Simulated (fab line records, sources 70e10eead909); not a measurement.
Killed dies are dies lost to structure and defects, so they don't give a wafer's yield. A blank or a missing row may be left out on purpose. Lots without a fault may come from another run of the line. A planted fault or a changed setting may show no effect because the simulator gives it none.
fab line records | flow nand_harc
record lots=14 wafers=40 last_day=33
route steps=1302 shown A_WL_FILL@977 A_CONTACT@983
lots that met no fault: from a run of the same line without faults
start_h: hours from the record's first day to the start of the lot's first wafer shown | wait_h: hours since the lot's step before | " the same as in the row above | L1.1+2: a row that stands for several wafers | - no value, or no start given | * or withheld: withheld | < > ~ a bound
route shown NAME@n: a module of which the file shows steps, and the number in the route of the first | usual: mean/standard deviation of fault-free wafers | same: alike in all rows | chamber/n: place in a boat | sites: the reading at each site | _std_site: their standard deviation | _edge_site: outer sites' mean less inner sites' | radius_mm: how far each site lies from the wafer's centre | mask NAME#n: copy n | behind: the tool/chamber that last shaped the wafer | hold: why the lot was held/for how many hours/how that ended | device: the transistor (n, p or np) that didn't switch | end of line: the same wafers' tests at the end of the route | a step without rows: its recipe alone | killed: dies lost to structure and defects at the first sort, not the wafer's yield | map: a wafer's dies, x killed, . not, _ none there
set.NAME: the setting as run; set.NAME@STEP: as run at that earlier step | model.NAME: the simulator's own value behind a step, which no gauge read
steps of the route over a sample of lots; a table a step, a row a wafer
services: from which hour (start_h, from the record's first day; less than 0 if before it) a tool's chamber was out of use, for how many hours, and why
## steps
# step NHARC_A_WL_FILL_CMP_12
# recipe t_overpolish_s=30 target_thk_nm=100
# usual motor_current_A=12.0/1.5 overpolish_run_s=29.999/0.0084 slurry_flow_ml_min=150.0/0.43 time_to_endpoint_s=19/3.2
# columns lot.wafer tool chamber start_h wait_h motor_current_A overpolish_run_s slurry_flow_ml_min time_to_endpoint_s
L679.3 cmp-03 2 477.14 0.1 10.5 29.997 149.4 15
L679.1 " 0 " " 11.4 29.983 149.6 20
L679.2 " 1 " " 12.4 30.002 149.4 17
L678.3 cmp-04 0 491.64 0.1 9.1 29.997 150.5 15
L678.1 " 1 " " 15.4 30.005 149.4 19
L678.4 " 2 " " 11.0 29.993 149.7 16
L680.2 cmp-03 2 501.70 0.2 11.3 30.000 150.2 16
L680.6 " 1 " " 12.5 30.012 149.1 21
L680.5 " 2 " " 10.4 30.006 150.0 16
L681.3 cmp-01 0 509.86 0.1 13.7 30.010 150.5 18
L681.2 " 3 " " 11.3 29.996 150.4 21
L681.5 " 0 " " 14.5 30.005 149.7 17
L682.3 cmp-01 3 519.19 0.2 10.8 29.687 150.0 35
L682.6 " 1 " " 15.1 27.230 150.2 38
L683.2 cmp-01 3 519.44 0.3 11.3 28.036 150.1 37
L683.5 " 3 " " 10.9 26.249 150.3 39
L685.2 cmp-04 3 557.71 0.2 12.5 29.984 150.0 19
L685.1 " 1 " " 15.8 29.987 150.5 23
L685.5 " 2 " " 10.5 29.997 151.5 19
L693.3 cmp-01 3 624.56 0.1 11.6 29.997 150.1 21
L693.1 " 1 " " 13.8 30.004 149.7 21
L693.5 " 0 " " 14.4 29.990 149.8 19
L696.1 cmp-01 2 641.88 0.2 11.4 29.996 150.1 16
L696.4 " 3 " " 10.6 29.989 150.0 22
L696.5 " 1 " " 13.5 29.987 150.1 24
L694.4 cmp-03 0 644.49 0.1 11.6 30.006 150.1 23
L694.1 " 2 " " 10.2 30.009 150.0 16
L694.5 " 3 " " 10.4 29.999 150.4 20
L697.1 cmp-01 2 685.19 0.2 11.5 29.994 150.1 15
L697.4 " 0 " " 14.5 29.996 149.3 18
L697.5 " 1 " " 13.6 29.995 150.0 19
L698.1 cmp-03 3 693.51 0.1 10.2 29.998 149.4 22
L698.4 " 0 " " 12.3 29.997 149.4 21
L698.2 " 2 " " 10.9 30.015 149.4 19
L701.4 cmp-01 0 693.54 0.2 14.8 29.994 150.0 18
L701.3 " 1 " " 14.2 29.999 150.5 20
L701.6 " 3 " " 11.6 30.001 150.1 19
L700.1 cmp-01 3 708.83 0.2 11.2 29.992 149.9 20
L700.5 " 1 " " 13.7 29.985 150.4 24
L700.6 " 2 " " 12.7 29.988 150.5 15
# step NHARC_A_CONTACT_DEP_24
# recipe target_thk_a=5000 temp_c=400 pressure_torr=6.5 rf_w=900 teos_flow_sccm=161.4 flow_sccm=2650 target_thk_nm=500 gas=O2 material=SiO2
# usual chamber_pressure_Torr=6.500/0.013 heater_power_w=558/80 throttle_valve_pct=15.9/0.56
# columns lot.wafer tool chamber start_h wait_h chamber_pressure_Torr heater_power_w throttle_valve_pct
L679.2 pecvd-04 2 477.69 0.1 6.482 561 15.9
L679.3 " 0 " " 6.509 572 15.1
L679.1 " 1 " " 6.501 605 16.8
L678.1 pecvd-04 1 492.17 0.1 6.496 561 16.7
L678.3 " 0 " " 6.517 542 15.4
L678.4 " 2 " " 6.488 605 16.3
L680.2 pecvd-03 0 502.20 0.1 6.493 683 15.7
L680.6 " 1 " " 6.509 572 17.1
L680.5 " 2 " " 6.512 423 16.0
L681.2 pecvd-04 1 510.45 0.1 6.496 620 16.7
L681.3 " 2 " " 6.483 599 16.1
L681.5 " 2 " " 6.491 621 16.0
L682.3 pecvd-01 1 519.75 0.1 6.499 508 15.6
L682.6 " 0 " " 6.513 531 15.1
L683.2 pecvd-04 1 520.10 0.2 6.486 611 17.1
L683.5 " 0 " " 6.487 480 15.5
L685.2 pecvd-04 2 558.32 0.1 6.508 494 16.2
L685.1 " 0 " " 6.511 485 15.2
L685.5 " 1 " " 6.509 584 17.0
L693.1 pecvd-01 1 625.10 0.1 6.517 589 16.1
L693.3 " 0 " " 6.489 643 15.1
L693.5 " 2 " " 6.502 581 16.1
L696.1 pecvd-01 2 642.51 0.2 6.503 758 16.0
L696.4 " 1 " " 6.493 575 15.8
L696.5 " 2 " " 6.493 575 15.9
L694.1 pecvd-03 0 645.15 0.2 6.505 630 15.6
L694.4 " 2 " " 6.508 429 15.2
L694.5 " 0 " " 6.509 655 16.1
L697.1 pecvd-03 0 685.72 0.1 6.498 669 15.8
L697.5 " 0 " " 6.489 512 15.8
L697.4 " 2 " " 6.491 433 15.7
L701.3 pecvd-04 0 694.04 0.1 6.500 481 15.3
L701.4 " 1 " " 6.472 543 16.7
L701.6 " 2 " " 6.497 558 15.6
L698.2 pecvd-01 1 694.11 0.1 6.503 614 15.6
L698.1 " 2 " " 6.525 584 15.9
L698.4 " 2 " " 6.515 633 16.1
L700.1 pecvd-04 1 709.34 0.1 6.511 551 16.7
L700.6 " 1 " " 6.499 583 16.8
L700.5 " 0 " " 6.508 443 15.2
# step NHARC_A_CONTACT_DEP_28
# recipe target_thk_a=70000 temp_c=400 material=aC
# usual throttle_valve_pct=35.000/0.01
# columns lot.wafer tool chamber start_h wait_h throttle_valve_pct
L679.1 acl_dep-03 0 478.59 0.4 35.002
L679.2 " 0 " " 35.007
L679.3 " 0 " " 34.994
L678.1 acl_dep-03 0 497.68 5.0 34.995
L678.3 " 0 499.11 6.4 34.995
L678.4 " 0 " " 34.999
L680.2 acl_dep-03 0 503.51 0.8 35.012
L680.5 " 0 505.63 2.9 35.003
L680.6 " 0 " " 35.001
L681.2 acl_dep-03 0 511.69 0.8 35.018
L681.3 " 0 " " 34.984
L681.5 " 0 513.79 2.9 34.996
L682.3 acl_dep-03 0 525.59 5.4 35.015
L682.6 " 0 527.71 7.5 35.017
L683.2 acl_dep-02 0 525.86 5.3 35.002
L683.5 " 0 527.98 7.5 35.001
L685.1 acl_dep-03 0 558.86 0.1 34.993
L685.2 " 0 " " 35.011
L685.5 " 0 561.68 2.9 34.997
L693.1 acl_dep-03 0 627.68 2.0 35.014
L693.3 " 0 629.08 3.4 35.008
L693.5 " 0 630.47 4.8 34.994
L696.1 acl_dep-01 0 642.98 0.1 35.024
L696.4 " 0 645.06 2.1 35.003
L696.5 " 0 " " 34.985
L694.1 acl_dep-02 0 647.13 1.6 34.995
L694.4 " 0 649.23 3.7 34.994
L694.5 " 0 " " 35.016
L697.1 acl_dep-03 0 686.32 0.1 34.997
L697.4 " 0 688.44 2.2 35.006
L697.5 " 0 " " 34.985
L698.1 acl_dep-01 0 696.02 1.4 34.996
L698.2 " 0 " " 34.996
L698.4 " 0 698.16 3.6 34.998
L701.3 acl_dep-02 0 696.71 2.1 35.003
L701.4 " 0 " " 35.009
L701.6 " 0 698.84 4.2 34.996
L700.1 acl_dep-02 0 714.04 4.1 35.001
L700.5 " 0 716.88 7.0 34.994
L700.6 " 0 " " 34.998
# step NHARC_A_CONTACT_DEP_29
# recipe target_thk_a=1000 target_thk_nm=100 temp_c=400 pressure_torr=3.5 flow_sccm=200 rf_w=350 material=SiON
# usual chamber_pressure_Torr=3.499/0.0077 heater_power_w=756/87
# columns lot.wafer tool chamber start_h wait_h chamber_pressure_Torr heater_power_w
L679.3 pecvd-03 2 482.86 2.1 3.509 501
L679.2 " 0 " " 3.500 857
L679.1 " 1 " " 3.477 724
L678.3 pecvd-04 1 502.00 2.2 3.493 742
L678.1 " 2 " " 3.498 787
L678.4 " 1 " " 3.499 755
L680.2 pecvd-03 2 507.12 2.9 3.510 629
L680.5 " 0 " " 3.504 805
L680.6 " 1 " " 3.493 773
L681.3 pecvd-01 2 515.21 2.1 3.505 842
L681.2 " 0 " " 3.500 840
L681.5 " 0 " " 3.493 833
L682.3 pecvd-04 1 528.47 2.2 3.494 724
L682.6 " 0 " " 3.518 691
L683.2 pecvd-01 0 529.48 2.9 3.502 821
L683.5 " 2 " " 3.491 829
L685.2 pecvd-03 1 563.15 2.9 3.500 653
L685.1 " 2 " " 3.494 648
L685.5 " 2 " " 3.498 650
L693.3 pecvd-01 0 631.89 2.1 3.494 695
L693.1 " 1 " " 3.495 792
L693.5 " 2 " " 3.508 923
L696.1 pecvd-01 1 647.16 3.5 3.497 683
L696.5 " 1 " " 3.487 707
L696.4 " 0 " " 3.508 756
L694.1 pecvd-03 2 651.34 3.5 3.499 632
L694.4 " 0 " " 3.501 833
L694.5 " 1 " " 3.509 699
L697.1 pecvd-04 0 690.61 3.6 3.501 692
L697.4 " 2 " " 3.502 677
L697.5 " 0 " " 3.509 714
L701.3 pecvd-01 0 699.64 2.2 3.500 934
L701.6 " 1 " " 3.499 718
L701.4 " 2 " " 3.493 847
L698.2 pecvd-04 2 700.34 2.9 3.489 683
L698.1 " 0 " " 3.493 764
L698.4 " 1 " " 3.497 758
L700.1 pecvd-01 1 718.32 3.6 3.492 854
L700.6 " 2 " " 3.507 896
L700.5 " 0 " " 3.497 784
## services
# columns tool chamber start_h hours kind
cmp-03 - 465.03 4.0 pm
pecvd-01 1 473.69 2.0 repair
pecvd-04 - 479.32 0.7 repair
cmp-01 - 479.50 4.0 pm
acl_dep-03 - 482.83 13.0 pm
cmp-01 - 488.94 2.2 repair
pecvd-01 - 492.00 13.0 pm
pecvd-04 - 540.64 0.4 repair
pecvd-03 - 547.31 13.0 pm
cmp-03 - 563.18 4.0 pm
cmp-01 - 568.86 0.6 repair
cmp-01 - 577.50 4.0 pm
pecvd-03 1 583.51 1.9 repair
pecvd-03 0 585.76 6.9 repair
cmp-01 - 600.33 12.9 repair
pecvd-04 - 631.57 13.0 pm
pecvd-03 - 635.97 0.7 repair
acl_dep-03 - 664.44 13.0 pm
pecvd-01 - 673.03 13.0 pm
cmp-01 - 675.50 4.0 pm
pecvd-03 0 691.42 11.6 repair
acl_dep-03 - 697.70 9.4 repair
pecvd-04 - 705.35 0.7 repair
cmp-01 - 710.36 0.9 repair
## key
first_sign step=NHARC_A_WL_FILL_CMP_12 reading=overpolish_run_s direction=down sigmas=99+ usual=29.999 struck=27.801
effect step=NHARC_A_WL_FILL_CMP_12 reading=time_to_endpoint_s direction=up sigmas=5.6 usual=* struck=*
met_at NHARC_A_WL_FILL_CMP_12
struck_lots L682,L683
tester_left_out L682,L683
not_acting_at NHARC_A_CONTACT_DEP_24,NHARC_A_CONTACT_DEP_28,NHARC_A_CONTACT_DEP_29
fault kind=process_parameter_drift tool=cmp-01 chamber=- onset_h=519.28 steps=NHARC_A_WL_FILL_CMP_12 channel=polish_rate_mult offset=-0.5 shape=step end_h=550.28
# tester_left_out: of these lots the tester's yield and bins aren't shown, on N5 and GAA mostly nor the transistor test; their killed dies are dies lost to structure and defects alone, not to doping, threshold or leakage, so they don't give the yield
